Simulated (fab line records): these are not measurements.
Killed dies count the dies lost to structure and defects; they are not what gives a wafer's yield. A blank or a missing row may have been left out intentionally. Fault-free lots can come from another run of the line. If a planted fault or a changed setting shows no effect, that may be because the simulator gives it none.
fab line records -- flow nand-harc
record lots=5, wafers=15, last-day=23
route steps=1159 shown A_BONDPAD@1067 HYBRID_BOND@1094 THIN_TSV@1101 END@1159
lots that met no fault: taken from a fault-free run of the same line
start-h: start of the lot's first displayed wafer, in hours after the record's first day -- wait-h: how many hours have passed since the lot's step before this one -- " unchanged from the row above -- L1.1+2: several wafers, shown together as one row -- - no value, or no start given -- * or withheld: withheld -- < > ~ a bound
route shown NAME@n: NAME is a module with steps in the file, n the number in the route of the first one -- usual: the fault-free wafers' mean and standard deviation -- same: alike in all rows -- chamber/n: place in a boat -- sites: each site's reading -- _std_site: how widely they spread, as a standard deviation -- _edge_site: the outer-site mean with the inner-site mean subtracted -- radius-mm: how far each site lies from the wafer's centre -- mask NAME#n: copy n -- behind: tool/chamber where the wafer was last shaped -- hold: what put the lot on hold/how long, in hours/how the hold closed -- device: whichever transistor did not switch (one of n, p or np) -- end of line: the tests these same wafers got at the end of their route -- for a step that has no rows: nothing shown but its recipe -- killed: dies lost to structure and defects at the first sort, not the wafer's yield -- map: a wafer's dies, x killed, . not, _ none there
set.NAME: setting as actually run; set.NAME@STEP: the setting as run at that earlier step -- model.NAME: the simulator's own value behind a step, which no gauge read
lots at selected steps of the route; one table per step, one row per wafer
services: when a tool's chamber went out of use (start-h, in hours from the record's first day, below 0 if earlier), for how many hours, and the reason
## steps
# step NHARC_A_BONDPAD_SOFTBAKE_04
# recipe temp-c=125, time-s=70
# step NHARC_A_BONDPAD_EBR_05
# step NHARC_A_BONDPAD_EXPOSE_06
# recipe na=0.55, dose-mj=36.99, mask-id=A_BPAD
# step NHARC_A_BONDPAD_PEB_07
# recipe peb-temp-c=128, peb-time-s=80
# step NHARC_A_BONDPAD_DEVELOP_08
# recipe time-s=50, dev-temp-c=22
# step NHARC_A_BONDPAD_CD_MEAS_09
# recipe target-cd-nm=500, landing-energy-ev=500
# usual cd-nm=499.3/2.1
lot.wafer,tool,chamber,start-h,wait-h,cd-nm
L769.1,cd-sem-02,0,421.68,-,501.1
L769.3,cd-sem-02,0,421.68,-,497.7
L769.5,cd-sem-02,0,421.68,-,498.7
L770.3,cd-sem-03,0,424.99,-,501.0
L770.4,cd-sem-03,0,424.99,-,500.3
L770.5,cd-sem-03,0,424.99,-,502.1
L781.1,cd-sem-03,0,477.45,-,503.3
L781.2,cd-sem-03,0,477.45,-,500.8
L781.6,cd-sem-03,0,477.45,-,498.6
L787.2,cd-sem-02,0,512.50,-,502.4
L787.4,cd-sem-02,0,512.50,-,498.6
L787.6,cd-sem-02,0,512.50,-,499.0
L786.2,cd-sem-01,0,517.31,-,497.5
L786.3,cd-sem-01,0,517.31,-,503.3
L786.6,cd-sem-01,0,517.31,-,500.0
# step NHARC_A_BONDPAD_OVL_MEAS_35
# usual overlay-x-nm=-2/5.8, overlay-y-nm=-1/6.4
lot.wafer,tool,chamber,start-h,wait-h,overlay-x-nm,overlay-y-nm
L769.1,overlay-01,-,421.77,-,-3,5
L769.3,overlay-01,-,421.77,-,-3,5
L769.5,overlay-01,-,421.77,-,-4,5
L770.3,overlay-01,-,425.08,-,0,-8
L770.4,overlay-01,-,425.08,-,0,-8
L770.5,overlay-01,-,425.08,-,0,-9
L781.1,overlay-01,-,477.54,-,-11,-10
L781.2,overlay-01,-,477.54,-,-10,-10
L781.6,overlay-01,-,477.54,-,-10,-10
L787.2,overlay-01,-,512.59,-,-3,6
L787.4,overlay-01,-,512.59,-,-2,6
L787.6,overlay-01,-,512.59,-,-2,6
L786.2,overlay-02,-,517.40,-,4,1
L786.3,overlay-02,-,517.40,-,4,1
L786.6,overlay-02,-,517.40,-,4,1
# step NHARC_A_BONDPAD_HARDBAKE_10
# recipe temp-c=118, time-s=65
# step NHARC_A_BONDPAD_DESCUM_11
# recipe time-s=3, o2-flow-sccm=200, ar-flow-sccm=0, bias-power-w=0, chemistry=O2
# usual drypump-motor-current-A=5.8/0.43, oes-product-au=0.997/0.0079, rf-vpp-V=57.6/0.84, showerhead-plenum-p-Torr=1.86/0.089, throttle-valve-pct=11.311/0.0084
# same time-s=3
lot.wafer,tool,chamber,start-h,wait-h,drypump-motor-current-A,oes-product-au,rf-hours-counter-h,rf-vpp-V,showerhead-plenum-p-Torr,throttle-valve-pct
L769.1,rie-diel-01,0,421.91,-,5.3,0.984,3,57.3,1.80,11.330
L769.3,rie-diel-01,2,421.91,-,6.1,0.991,3,55.9,1.78,11.308
L769.5,rie-diel-01,3,421.91,-,5.5,0.999,-,56.9,2.02,11.309
L770.4,rie-diel-01,3,425.22,-,5.6,0.987,4,57.1,2.02,11.299
L770.3,rie-diel-01,0,425.22,-,5.3,0.994,4,58.0,1.80,11.315
L770.5,rie-diel-01,0,425.22,-,5.3,0.982,-,57.7,1.80,11.320
L781.1,rie-diel-01,0,477.68,-,5.3,0.995,6,57.7,1.80,11.305
L781.2,rie-diel-01,2,477.68,-,6.1,0.994,6,57.6,1.78,11.320
L781.6,rie-diel-01,0,477.68,-,5.3,0.998,-,55.8,1.80,11.319
L787.2,rie-diel-13,2,512.71,-,6.2,1.002,10,57.6,1.96,11.321
L787.4,rie-diel-13,3,512.71,-,5.1,0.994,10,58.5,1.86,11.312
L787.6,rie-diel-13,3,512.71,-,5.1,1.003,-,57.5,1.86,11.321
L786.3,rie-diel-01,2,517.53,-,6.1,1.000,1,56.8,1.78,11.308
L786.2,rie-diel-01,3,517.53,-,5.6,0.998,1,57.5,2.02,11.310
L786.6,rie-diel-01,1,517.53,-,6.3,1.000,-,57.8,1.80,11.314
# step NHARC_A_BONDPAD_ETCH_34
# recipe target-depth-a=600, overetch-a=180, time-s=65.91, ion-energy-ev=200, n2-flow-sccm=150, h2-flow-sccm=150, ar-flow-sccm=0, rf-w=400, bias-w=150, chemistry=N2/H2
# step NHARC_A_BONDPAD_ETCH_12
# recipe target-depth-a=2200, time-s=110, chf3-flow-sccm=50, o2-flow-sccm=10, ar-flow-sccm=200, rf-w=500, bias-w=200, chemistry=CHF3/O2
# step NHARC_A_BONDPAD_CD_MEAS_13
# usual cd-nm=499.0/2.2
lot.wafer,tool,chamber,start-h,wait-h,cd-nm
L769.1,cd-sem-02,-,422.21,-,500.8
L769.3,cd-sem-02,-,422.21,-,496.7
L769.5,cd-sem-02,-,422.21,-,498.6
L770.3,cd-sem-03,-,425.54,-,500.5
L770.4,cd-sem-03,-,425.54,-,500.6
L770.5,cd-sem-03,-,425.54,-,500.9
L781.1,cd-sem-03,-,477.99,-,502.8
L781.2,cd-sem-03,-,477.99,-,499.3
L781.6,cd-sem-03,-,477.99,-,498.2
L787.2,cd-sem-01,-,513.03,-,501.1
L787.4,cd-sem-01,-,513.03,-,497.6
L787.6,cd-sem-01,-,513.03,-,498.3
L786.2,cd-sem-03,-,517.85,-,496.8
L786.3,cd-sem-03,-,517.85,-,504.2
L786.6,cd-sem-03,-,517.85,-,499.5
# step NHARC_A_BONDPAD_STRIP_15
# recipe o2-flow-sccm=500, ar-flow-sccm=0, bias-w=0, chemistry=O2
# usual drypump-motor-current-A=5.8/0.44, oes-product-au=0.996/0.0074, rf-vpp-V=57.6/0.92, showerhead-plenum-p-Torr=3.46/0.16, throttle-valve-pct=17.038/0.01
lot.wafer,tool,chamber,start-h,wait-h,drypump-motor-current-A,oes-product-au,rf-hours-counter-h,rf-vpp-V,showerhead-plenum-p-Torr,throttle-valve-pct
L769.3,rie-diel-01,1,422.29,0.1,6.3,1.000,3,58.5,3.33,17.048
L769.1,rie-diel-01,3,422.29,0.1,5.6,1.002,4,58.8,3.71,17.027
L769.5,rie-diel-01,2,422.29,0.1,6.1,1.002,-,57.3,3.30,17.037
L770.4,rie-diel-09,3,425.61,0.1,5.7,1.010,56,58.1,3.39,17.051
L770.3,rie-diel-09,2,425.61,0.1,5.4,0.999,55,58.7,3.54,17.037
L770.5,rie-diel-09,3,425.61,0.1,5.8,1.004,-,57.3,3.39,17.045
L781.1,rie-diel-09,2,478.06,0.1,5.4,0.988,13,56.5,3.53,17.032
L781.2,rie-diel-09,0,478.06,0.1,5.5,0.996,10,57.2,3.66,17.029
L781.6,rie-diel-09,2,478.06,0.1,5.4,0.997,-,58.6,3.53,17.057
L787.2,rie-diel-09,2,513.13,0.1,5.4,1.006,22,57.5,3.52,17.027
L787.4,rie-diel-09,3,513.13,0.1,5.8,1.000,25,58.6,3.37,17.020
L787.6,rie-diel-09,0,513.13,0.1,5.5,0.991,-,56.5,3.65,17.029
L786.2,rie-diel-01,2,517.93,0.1,6.2,0.992,1,56.9,3.30,17.038
L786.3,rie-diel-01,0,517.93,0.1,5.3,0.990,1,58.0,3.33,17.047
L786.6,rie-diel-01,2,517.93,0.1,6.1,0.991,-,55.7,3.30,17.023
# step NHARC_A_BONDPAD_ETCH_24
# recipe target-depth-a=300, over-etch-frac=0.3, time-s=72.99, ion-energy-ev=150, cf4-flow-sccm=50, n2-flow-sccm=100, ar-flow-sccm=150, rf-w=300, bias-w=100, chemistry=CF4/N2
# usual drypump-motor-current-A=5.8/0.43, oes-product-au=0.996/0.0076, rf-vpp-V=313.2/2.1, showerhead-plenum-p-Torr=2.57/0.12, throttle-valve-pct=19.793/0.01
# same time-s=72.99
lot.wafer,tool,chamber,start-h,wait-h,drypump-motor-current-A,oes-product-au,rf-hours-counter-h,rf-vpp-V,showerhead-plenum-p-Torr,throttle-valve-pct
L769.1,rie-diel-01,3,-,-,5.6,0.993,4,317.3,2.77,19.804
L769.3,rie-diel-01,0,-,-,5.3,0.985,3,312.6,2.48,19.798
L769.5,rie-diel-01,2,-,-,6.1,1.006,-,310.6,2.45,19.782
L770.3,rie-diel-09,0,-,-,5.5,0.998,58,317.1,2.73,19.769
L770.4,rie-diel-09,2,-,-,5.4,0.999,55,314.6,2.63,19.800
L770.5,rie-diel-09,1,-,-,6.7,0.982,-,315.1,2.73,19.777
L781.1,rie-diel-09,0,-,-,5.5,1.000,10,314.7,2.73,19.783
L781.2,rie-diel-09,2,-,-,5.4,0.999,13,314.7,2.63,19.780
L781.6,rie-diel-09,0,-,-,5.5,1.002,-,314.3,2.73,19.801
L787.4,rie-diel-09,0,-,-,5.5,0.997,23,314.3,2.72,19.794
L787.2,rie-diel-09,2,-,-,5.4,0.997,22,314.0,2.62,19.791
L787.6,rie-diel-09,3,-,-,5.7,1.001,-,312.7,2.51,19.804
L786.2,rie-diel-01,0,-,-,5.3,0.982,1,311.8,2.48,19.803
L786.3,rie-diel-01,1,-,-,6.2,0.993,1,312.3,2.47,19.781
L786.6,rie-diel-01,1,-,-,6.3,0.985,-,313.1,2.47,19.787
# step NHARC_A_BONDPAD_STRIP_16
# recipe time-s=600, temp-c=30, chemistry=post-etch-residue-remover
# step NHARC_A_BONDPAD_DEGAS_25
# recipe temp-c=300, time-s=60
# usual heater-power-w=484/59
# same time-s=60
lot.wafer,tool,chamber,start-h,wait-h,heater-power-w
L769.1,pvd-sputter-03,-,422.86,-,418
L769.3,pvd-sputter-03,-,422.86,-,518
L769.5,pvd-sputter-03,-,422.86,-,433
L770.3,pvd-sputter-03,-,426.15,-,514
L770.4,pvd-sputter-03,-,426.15,-,583
L770.5,pvd-sputter-03,-,426.15,-,506
L781.1,pvd-sputter-03,-,478.62,-,415
L781.2,pvd-sputter-03,-,478.62,-,539
L781.6,pvd-sputter-03,-,478.62,-,497
L787.2,pvd-sputter-03,-,513.70,-,533
L787.4,pvd-sputter-03,-,513.70,-,508
L787.6,pvd-sputter-03,-,513.70,-,421
L786.3,pvd-sputter-03,-,518.48,-,411
L786.2,pvd-sputter-03,-,518.48,-,496
L786.6,pvd-sputter-03,-,518.48,-,425
# step NHARC_A_BONDPAD_PRE_CLEAN_26
# recipe time-s=30, temp-c=280, gas=H2/He
# step NHARC_A_BONDPAD_PVD_17
# recipe target-thk-a=50, bias-v=168.6, power-w=15000, chamber-pressure-pa=0.12, time-s=8.06, substrate-temp-c=50, material=TaN
# step NHARC_A_BONDPAD_PVD_27
# recipe target-thk-a=300, chamber-pressure-pa=5, power-w=5000, substrate-temp-c=30, time-s=20.49, material=Cu
# step NHARC_A_BONDPAD_ECD_18
# recipe target-thk-a=4000, bath-temp-c=25, material=Cu
# step NHARC_A_BONDPAD_ANNEAL_28
# recipe temp-c=225, time-s=90
# step NHARC_A_BONDPAD_CMP_19
# recipe t-overpolish-s=30, cu-recess-touch-s=16, target-thk-nm=169.8
# step NHARC_A_BONDPAD_THK_MEAS_20
# recipe thk-meas-gauge=xrf
# usual thk-nm=169.6/1.4
lot.wafer,tool,chamber,start-h,wait-h,thk-nm
L769.1,film-metro-02,-,424.27,-,166.8
L769.3,film-metro-02,-,424.27,-,170.3
L769.5,film-metro-02,-,424.27,-,170.1
L770.3,film-metro-02,-,427.81,-,169.4
L770.4,film-metro-02,-,427.81,-,170.9
L770.5,film-metro-02,-,427.81,-,168.2
L781.1,film-metro-02,-,480.13,-,171.8
L781.2,film-metro-02,-,480.13,-,171.4
L781.6,film-metro-02,-,480.13,-,171.3
L787.2,film-metro-01,-,515.28,-,169.6
L787.4,film-metro-01,-,515.28,-,169.3
L787.6,film-metro-01,-,515.28,-,170.8
L786.2,film-metro-01,-,519.89,-,168.1
L786.3,film-metro-01,-,519.89,-,165.6
L786.6,film-metro-01,-,519.89,-,167.7
# step NHARC_A_BONDPAD_SRD_21
# recipe time-s=30, temp-c=23, dry-time-s=20, spin-rpm=1500
# step NHARC_HYBRID_BOND_ACTIVATE_00
# recipe time-s=60, n2-flow-sccm=200, ar-flow-sccm=0, bias-power-w=0, chemistry=N2
# step NHARC_HYBRID_BOND_PRECLEAN_01
# recipe time-s=300, temp-c=23, chemistry=DIW
# step NHARC_HYBRID_BOND_SRD_02
# recipe time-s=30, temp-c=23, dry-time-s=20, spin-rpm=1500
# step NHARC_HYBRID_BOND_BOND_03
# recipe temp-c=25
# step NHARC_HYBRID_BOND_ANNEAL_04
# recipe temp-c=300, time-s=7200, ramp-up-c-per-min=5, ramp-down-c-per-min=3, idle-temp-c=100, pressure-atm=1
# step NHARC_HYBRID_BOND_OVL_MEAS_05
# usual overlay-x-nm=2/33, overlay-y-nm=-3/34
lot.wafer,tool,chamber,start-h,wait-h,overlay-x-nm,overlay-y-nm
L769.1,overlay-01,-,433.26,0.4,-39,13
L769.3,overlay-01,-,433.26,0.4,-41,66
L769.5,overlay-01,-,433.26,0.4,-47,10
L770.3,overlay-02,-,442.81,0.4,-3,34
L770.4,overlay-02,-,442.81,0.4,47,4
L770.5,overlay-02,-,442.81,0.4,21,-80
L781.1,overlay-01,-,488.12,0.4,22,-37
L781.2,overlay-01,-,488.12,0.4,91,8
L781.6,overlay-01,-,488.12,0.4,-21,29
L786.2,overlay-01,-,528.81,0.4,-6,-22
L786.3,overlay-01,-,528.81,0.4,-10,16
L786.6,overlay-01,-,528.81,0.4,-28,11
L787.2,overlay-02,-,528.81,0.4,31,-42
L787.4,overlay-02,-,528.81,0.4,-53,49
L787.6,overlay-02,-,528.81,0.4,-31,-12
# step NHARC_THIN_TSV_GRIND_00
# recipe target-thk-um=6
# usual motor-current-A=12.001/0.022
lot.wafer,tool,chamber,start-h,wait-h,motor-current-A
L769.1,grinder-01,0,435.84,2.5,11.999
L769.3,grinder-01,0,435.84,2.5,12.023
L769.5,grinder-01,0,435.84,2.5,11.981
L770.3,grinder-01,0,444.60,1.7,12.043
L770.4,grinder-01,0,444.60,1.7,12.007
L770.5,grinder-01,0,444.60,1.7,12.012
L781.1,grinder-01,0,489.53,1.4,12.011
L781.2,grinder-01,0,489.53,1.4,12.007
L781.6,grinder-01,0,489.53,1.4,12.014
L786.2,grinder-01,0,530.40,1.5,12.001
L786.3,grinder-01,0,530.40,1.5,11.993
L786.6,grinder-01,0,530.40,1.5,11.970
L787.2,grinder-01,0,531.60,2.7,11.993
L787.4,grinder-01,0,531.60,2.7,12.037
L787.6,grinder-01,0,531.60,2.7,11.990
# step NHARC_THIN_TSV_CMP_01
# recipe target-thk-um=3
# step NHARC_THIN_TSV_THK_MEAS_02
# recipe thk-meas-gauge=ir
# usual thk-nm=3015/230
lot.wafer,tool,chamber,start-h,wait-h,thk-nm
L769.1,film-metro-01,-,437.33,-,3295
L769.3,film-metro-01,-,437.33,-,3204
L769.5,film-metro-01,-,437.33,-,3093
L770.3,film-metro-01,-,445.69,-,3451
L770.4,film-metro-01,-,445.69,-,3091
L770.5,film-metro-01,-,445.69,-,3445
L781.1,film-metro-01,-,491.05,-,2819
L781.2,film-metro-01,-,491.05,-,2622
L781.6,film-metro-01,-,491.05,-,2656
L786.2,film-metro-01,-,531.69,0.2,3003
L786.3,film-metro-01,-,531.69,0.2,3019
L786.6,film-metro-01,-,531.69,0.2,3288
L787.2,film-metro-01,-,532.89,0.2,2968
L787.4,film-metro-01,-,532.89,0.2,3147
L787.6,film-metro-01,-,532.89,0.2,3150
# step NHARC_THIN_TSV_SRD_03
# step NHARC_THIN_TSV_PRECLEAN_41
# recipe time-s=*, temp-c=50, bath-age-min=0, chemistry=SC1
# step NHARC_THIN_TSV_SRD_42
# step NHARC_THIN_TSV_DEP_43
# recipe target-thk-a=13285, temp-c=withheld, pressure-torr=6.5, rf-w=900, teos-flow-sccm=161.4, flow-sccm=2650, target-thk-nm=1328.5, gas=O2, material=SiO2
# usual throttle-valve-pct=16.0/0.58
lot.wafer,tool,chamber,start-h,wait-h,throttle-valve-pct
L769.3,pecvd-04,1,437.59,-,15.9
L769.1,pecvd-04,2,437.59,-,16.6
L769.5,pecvd-04,0,437.59,-,15.5
L770.3,pecvd-04,1,445.91,-,15.8
L770.4,pecvd-04,2,445.91,-,16.7
L770.5,pecvd-04,0,445.91,-,16.0
L781.1,pecvd-02,0,491.31,-,16.6
L781.2,pecvd-02,1,491.31,-,15.5
L781.6,pecvd-02,0,491.31,-,16.7
L786.2,pecvd-03,1,531.91,-,16.1
L786.3,pecvd-03,2,531.91,-,15.7
L786.6,pecvd-03,1,531.91,-,15.8
L787.2,pecvd-02,0,533.11,-,16.4
L787.6,pecvd-02,0,533.11,-,16.3
L787.4,pecvd-02,1,533.11,-,15.8
# step NHARC_THIN_TSV_DEHYDRATE_04
# recipe temp-c=150, time-s=120
# step NHARC_END_SORT_01
# recipe temp-c=25
# usual defect-limited-yield=95.5/1.3, killed-at-array=27/8.8, killed-at-other=0.4/0.82, killed-at-periphery=3.1/2.1, killed-dies=31/8.8, killed-open=3.3/2, killed-short=2.0/1.4, sort_bin_2_pct=1.3/0.56, sort_bin_3_pct=0.25/0.21, sort_bin_4_pct=2.9/0.89, sort-n-pass=646/8.8, sort-rim-yield-pct=95.8/2.7, sort-yield-pct=95.5/1.3
# same gross-dies=677, sort_bin_5_pct[%]=0, sort_bin_6_pct[%]=0, sort_bin_7_pct[%]=0, sort_bin_8_pct[%]=0, sort-rim-n-gross=106.00
lot.wafer,tool,chamber,start-h,wait-h,defect-limited-yield[%],killed-at-array,killed-at-other,killed-at-periphery,killed-dies,killed-open,killed-short,sort_bin_2_pct[%],sort_bin_3_pct[%],sort_bin_4_pct[%],sort-n-pass,sort-rim-yield-pct[%],sort-yield-pct[%]
L781.1,prober-01,0,505.75,2.5,93.9,36,0,5,41,8,4,1.8,0.30,4.0,636,95.3,93.9
L781.2,prober-01,0,506.56,2.8,96.5,24,0,0,24,1,0,0.9,0,2.7,653,99.1,96.5
L781.6,prober-01,0,509.80,4.0,95.6,29,0,1,30,5,6,1.3,0.15,3.0,647,97.2,95.6
L786.3,prober-02,0,547.60,3.1,80.9,124,1,4,129,6,3,7.5,4.28,7.2,548,89.6,80.9
# killed by level:class
L781.1 A_CHANNEL_HOLE_D1:chamber-film-flake=25 A_CONTACT:geometric-particle:open=3 P_GATE:geometric-particle:open=2 P_STI:chamber-film-flake=2 A_CONTACT:chamber-film-flake=2 P_M2:geometric-particle:open=1 A_ONON_D1:geometric-particle:short=1 A_CHANNEL_FILL_D1:geometric-particle:short=1
L781.2 A_CHANNEL_HOLE_D1:chamber-film-flake=19 A_CONTACT:chamber-film-flake=3 A_CONTACT:geometric-particle:open=1 A_CHANNEL_FILL_D1:chamber-film-flake=1
L781.6 A_CHANNEL_HOLE_D1:chamber-film-flake=16 A_CHANNEL_FILL_D1:geometric-particle:short=3 A_WL_FILL:geometric-particle:open=2 A_STAIRCASE:chamber-film-flake=2 P_M1:geometric-particle:short=1 A_ONON_D1:geometric-particle:open=1 A_CHANNEL_HOLE_D1:geometric-particle:open=1 A_CONTACT:geometric-particle:short=1
L786.3 A_BONDPAD:unspecified=95 A_SLIT:chamber-film-flake=12 A_CHANNEL_HOLE_D1:chamber-film-flake=5 A_CONTACT:chamber-film-flake=3 P_GATE:chamber-film-flake=2 A_CHANNEL_FILL_D1:chamber-film-flake=2 P_CONTACT:geometric-particle:open=1 P_M0:geometric-particle:open=1
# map L786.3 (x killed, . not)
____________.____________
_________..x...._________
_______..........._______
______.............______
_____.......x......._____
____...............x.____
____.................____
___...................___
___................x..___
__.........x.........xx__
__....x..............x.__
_..............x.....xxx_
_....................x.x_
_.................x....x_
_..x..x..............x.x_
_..............x......xx_
.....................x..x
...........x...........x.
...........x.x...........
...........xxxxx...x.....
.........xxxxx...........
_........xxxxxx........._
_.......xxxxxxxxx.x....._
_........xxxxxxxx..x...._
_........xxxxxxxx......._
_.......xxxxxxxxxx......_
__......xxxxxxxxx......__
__....x.xxxxxxxxx......__
___.......xxxxxxxx....___
___......xxxxxx.......___
____....x.xxxxx......____
____...x...x..x......____
_____......x.....x.._____
______.............______
_______..x........_______
_________......._________
____________.____________
# map L769.5 (x killed, . not)
____________.____________
_________......._________
_______..........._______
______.............______
_____..............._____
____................x____
____.................____
___...................___
___...................___
__.....................__
__.....................__
_....................x.._
_....x.............x...x_
_.....................xx_
_....................x.x_
_....................xx._
.......................xx
.....................xx..
.............x...........
...........x.x...........
.............x...........
_...........xx.x........_
_...................x..._
_......................._
_......................._
_.............xx........_
__...x.................__
__...........x.........__
___.........x.....x..x___
___...................___
____.................____
____.................____
_____..............._____
______.............______
_______.....x....._______
_________......._________
____________.____________
## services
tool,chamber,start-h,hours,kind
rie-diel-09,-,407.74,0.8,repair
rie-diel-09,-,414.50,0.5,repair
rie-diel-01,0,421.82,-,clean
rie-diel-01,1,421.82,-,clean
rie-diel-01,2,421.82,-,clean
rie-diel-01,3,421.82,-,clean
rie-diel-13,3,421.97,15.2,repair
grinder-01,-,422.88,0.3,repair
rie-diel-13,2,430.23,30.7,repair
rie-diel-09,-,432.03,9.0,pm
rie-diel-13,1,435.15,6.1,repair
rie-diel-01,0,446.32,-,clean
rie-diel-01,1,446.32,-,clean
rie-diel-01,2,446.32,-,clean
rie-diel-01,3,446.32,-,clean
rie-diel-09,0,449.41,8.0,repair
rie-diel-13,-,453.00,9.0,pm
pvd-sputter-03,-,458.00,10.0,pm
pecvd-03,-,473.37,13.0,pm
pecvd-04,-,478.30,5.0,repair
rie-diel-13,0,487.25,4.7,repair
pecvd-03,-,487.46,0.3,repair
rie-diel-01,-,491.82,9.0,pm
pecvd-02,-,515.37,13.0,pm
## key
first-sign step=NHARC_END_SORT_01, reading=killed-dies, direction=up, sigmas=11, usual=31, struck=129
effect step=NHARC_END_SORT_01, reading=defect-limited-yield, direction=down, sigmas=11, usual=95.5, struck=80.9
more-kills-born-at NHARC_A_BONDPAD_STRIP_15@rie-diel-01=95
met-at NHARC_A_BONDPAD_STRIP_15
struck-wafers L786.3
fault kind=chamber-particle-source, tool=rie-diel-01, chamber=0, onset-h=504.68, steps=NHARC_A_BONDPAD_STRIP_15, rate-per-visit-cm2=1.276, end-h=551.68
